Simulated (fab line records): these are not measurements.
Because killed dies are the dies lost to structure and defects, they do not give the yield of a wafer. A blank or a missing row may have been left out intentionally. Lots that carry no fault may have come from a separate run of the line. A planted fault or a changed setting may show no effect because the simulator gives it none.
Matching of chambers || flow n5 finfet || 4 sister chambers for N5_FIN_SAQP_MANDREL2_REMOVE_60 on rie si-01
The step chemistry HBr/Cl2/O2, target a-Si, stops on SiNx, bt time 10 s. 16 wafers are shown with their chamber, then 8 later ones without.

EACH WAFER AND ITS CHAMBER
{"wafer": "L076.3", "chamber": 3, "throttle valve pct (%)": 37.41, "drypump motor current A (A)": 5.9, "oes product au (a.u.)": 0.997}
{"wafer": "L076.4", "chamber": 2, "throttle valve pct (%)": 36.65, "drypump motor current A (A)": 5.4, "oes product au (a.u.)": 0.990}
{"wafer": "L076.6", "chamber": 0, "throttle valve pct (%)": 36.65, "drypump motor current A (A)": 5.1, "oes product au (a.u.)": 0.981}
{"wafer": "L077.2", "chamber": 3, "throttle valve pct (%)": 37.42, "drypump motor current A (A)": 6.0, "oes product au (a.u.)": 0.986}
{"wafer": "L077.5", "chamber": 2, "throttle valve pct (%)": 36.64, "drypump motor current A (A)": 5.4, "oes product au (a.u.)": 0.985}
{"wafer": "L077.6", "chamber": 3, "throttle valve pct (%)": 37.41, "drypump motor current A (A)": 6.0, "oes product au (a.u.)": 0.971}
{"wafer": "L081.2", "chamber": 0, "throttle valve pct (%)": 36.67, "drypump motor current A (A)": 5.1, "oes product au (a.u.)": 0.967}
{"wafer": "L081.5", "chamber": 1, "throttle valve pct (%)": 37.19, "drypump motor current A (A)": 6.3, "oes product au (a.u.)": 0.991}
{"wafer": "L081.6", "chamber": 2, "throttle valve pct (%)": 36.66, "drypump motor current A (A)": 5.5, "oes product au (a.u.)": 0.987}
{"wafer": "L082.1", "chamber": 1, "throttle valve pct (%)": 37.21, "drypump motor current A (A)": 6.3, "oes product au (a.u.)": 0.988}
{"wafer": "L082.2", "chamber": 3, "throttle valve pct (%)": 37.41, "drypump motor current A (A)": 5.9, "oes product au (a.u.)": 0.976}
{"wafer": "L082.3", "chamber": 0, "throttle valve pct (%)": 36.64, "drypump motor current A (A)": 5.1, "oes product au (a.u.)": 0.963}
{"wafer": "L084.3", "chamber": 3, "throttle valve pct (%)": 37.40, "drypump motor current A (A)": 6.0, "oes product au (a.u.)": 0.978}
{"wafer": "L084.4", "chamber": 0, "throttle valve pct (%)": 36.66, "drypump motor current A (A)": 5.1, "oes product au (a.u.)": 0.966}
{"wafer": "L084.6", "chamber": 3, "throttle valve pct (%)": 37.42, "drypump motor current A (A)": 6.0, "oes product au (a.u.)": 0.972}
{"wafer": "L085.2", "chamber": 1, "throttle valve pct (%)": 37.20, "drypump motor current A (A)": 6.3, "oes product au (a.u.)": 0.988}

SIGNATURES (means of the wafers above)
{"reading": "throttle valve pct", "chamber 0": 36.6550, "chamber 1": 37.2000, "chamber 2": 36.6500, "chamber 3": 37.4117, "scatter within a chamber": 0.00993}
{"reading": "drypump motor current A", "chamber 0": 5.100, "chamber 1": 6.300, "chamber 2": 5.433, "chamber 3": 5.967, "scatter within a chamber": 0.0408}
{"reading": "oes product au", "chamber 0": 0.96925, "chamber 1": 0.98900, "chamber 2": 0.98733, "chamber 3": 0.98000, "scatter within a chamber": 0.00765}
Rule: for a wafer and a chamber, the distance is found by dividing, reading by reading, the gap between the wafer's reading and the chamber's mean by the reading's scatter, squaring, summing and taking the root. The wafer belongs to the nearest chamber; if the next one is less than 2 further off, it can't be placed. The scatter: take each reading less its chamber's mean, square it, sum over the shown wafers, divide by the number of wafers less the number of chambers, and take the root.

WAFERS WHOSE CHAMBER IS MISSING
{"wafer": "L085.4", "throttle valve pct (%)": 36.68, "drypump motor current A (A)": 5.4, "oes product au (a.u.)": 0.976}
{"wafer": "L085.5", "throttle valve pct (%)": 37.41, "drypump motor current A (A)": 6.0, "oes product au (a.u.)": 0.970}
{"wafer": "L089.1", "throttle valve pct (%)": 37.42, "drypump motor current A (A)": 6.0, "oes product au (a.u.)": 0.976}
{"wafer": "L089.5", "throttle valve pct (%)": 37.20, "drypump motor current A (A)": 6.3, "oes product au (a.u.)": 0.997}
{"wafer": "L089.6", "throttle valve pct (%)": 36.66, "drypump motor current A (A)": 5.1, "oes product au (a.u.)": 0.975}
{"wafer": "L097.1", "throttle valve pct (%)": 36.65, "drypump motor current A (A)": 5.4, "oes product au (a.u.)": 0.980}
{"wafer": "L097.3", "throttle valve pct (%)": 37.19, "drypump motor current A (A)": 6.4, "oes product au (a.u.)": 0.981}
{"wafer": "L097.5", "throttle valve pct (%)": 37.20, "drypump motor current A (A)": 6.3, "oes product au (a.u.)": 0.971}

EACH ONE'S CHAMBER
{"wafer": "L085.4", "from the rows above": 2, "in truth": 2}
{"wafer": "L085.5", "from the rows above": 3, "in truth": 3}
{"wafer": "L089.1", "from the rows above": 3, "in truth": 3}
{"wafer": "L089.5", "from the rows above": 1, "in truth": 1}
{"wafer": "L089.6", "from the rows above": 0, "in truth": 0}
{"wafer": "L097.1", "from the rows above": 2, "in truth": 2}
{"wafer": "L097.3", "from the rows above": 1, "in truth": 1}
{"wafer": "L097.5", "from the rows above": 1, "in truth": 1}
Correctly placed: 8 of 8. From these rows, 0 cannot be placed. 0 placed wrongly.
